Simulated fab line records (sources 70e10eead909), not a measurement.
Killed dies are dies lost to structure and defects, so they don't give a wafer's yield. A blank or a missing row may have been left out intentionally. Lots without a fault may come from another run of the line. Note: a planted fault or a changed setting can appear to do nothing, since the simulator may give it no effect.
Struck lot and sound lot, side by side | flow nand-harc | 14 steps out of a route of 1159
Sound: the wafers L558.3, L558.5, L558.6. Wafers struck: L568.2, L568.5, L568.6. The cause is named last.
For every step that has rows: the tool of each side, followed by ch and its chambers, followed by its first start. Under that, the readings that differ: sound wafers | struck wafers | difference of the means | sigmas: that difference in standard deviations of wafers without a fault.
alike: readings whose means differ by less than 2 such deviations, and words and numbers that are the same on both sides. not compared: withheld readings, readings that some wafer has no value for, bounds like >300 that may hide the same value, and numbers for which the record gives no deviation and whose values overlap.
The two part at a step that has a row with sigmas, a row that says differs or no value, or rows on one side only. Numbers that don't overlap but have no deviation are shown without sigmas and don't part them. A reading missing from all wafers of one side parts the sides only when that side holds two or more wafers.

NHARC_P_GATE_RTA_82: time 30 s.
  sound on rtp-anneal-02 ch 0, day 6 21:46; struck on rtp-anneal-02 ch 0, day 9 15:10
  alike: lamp-power-pct, wafer_temp_C_max
NHARC_P_GATE_INSPECT_68:
  sound on defect-inspect-01 at day 6 21:55; struck on defect-inspect-01 at day 9 15:20
  alike: raw-defect-count
NHARC_P_CONTACT_DEP_30: deposits SiNx, target thk 30 nm.
  sound on pecvd-01 ch 0,1, day 6 22:01; struck on pecvd-03 ch 1,2, day 9 15:27
  reading            | sound       | struck      | difference | sigmas
  heater-power-w (W) | 598 614 746 | 862 854 722 | +160       | +2
  alike: rf-fwd-power-W
  not compared: since-wet-clean-h
NHARC_P_CONTACT_DEP_00: deposits SiO2, target thk 500 nm.
  sound on pecvd-01 ch 0,1; struck on pecvd-03 ch 1,2
  alike: heater-power-w, rf-fwd-power-W, throttle-valve-pct
  not compared: since-wet-clean-h
NHARC_P_CONTACT_CMP_01: polishes SiO2, target thk 200 nm.
  sound on cmp-02 ch 0,2,3, day 6 22:47; struck on cmp-02 ch 0,1,3, day 9 16:10
  alike: edge-zone-pressure-frac, motor-current-A
then, 6 steps without rows for these wafers: NHARC_P_CONTACT_SRD_03; NHARC_P_CONTACT_DEHYDRATE_04 (time 120 s); NHARC_P_CONTACT_HMDS_05 (time 30 s); NHARC_P_CONTACT_COAT_33 (time 75 s); NHARC_P_CONTACT_COAT_34 (time 65 s); NHARC_P_CONTACT_COAT_06 (resist thk 90 nm).
NHARC_P_CONTACT_SOFTBAKE_07: time 55 s.
  sound on litho-track-01 ch 0, day 6 23:00; struck on litho-track-06 ch 0, day 9 16:00
  reading                  | sound                | struck               | difference | sigmas
  heater-power-total-W (W) | 188.31 188.43 188.46 | 202.24 202.23 202.22 | +13.83     | +99 or more
after that, 1 step had no rows for these wafers: NHARC_P_CONTACT_EBR_08.
NHARC_END_SORT_01:
  the record has rows for the sound wafers here (prober-02 ch 0, day 21 08:17) and none for the struck ones

WHERE THEY PART
Last at NHARC_END_SORT_01 as far as this record goes, first at NHARC_P_CONTACT_DEP_30.

WHY: what had been put in by the simulator
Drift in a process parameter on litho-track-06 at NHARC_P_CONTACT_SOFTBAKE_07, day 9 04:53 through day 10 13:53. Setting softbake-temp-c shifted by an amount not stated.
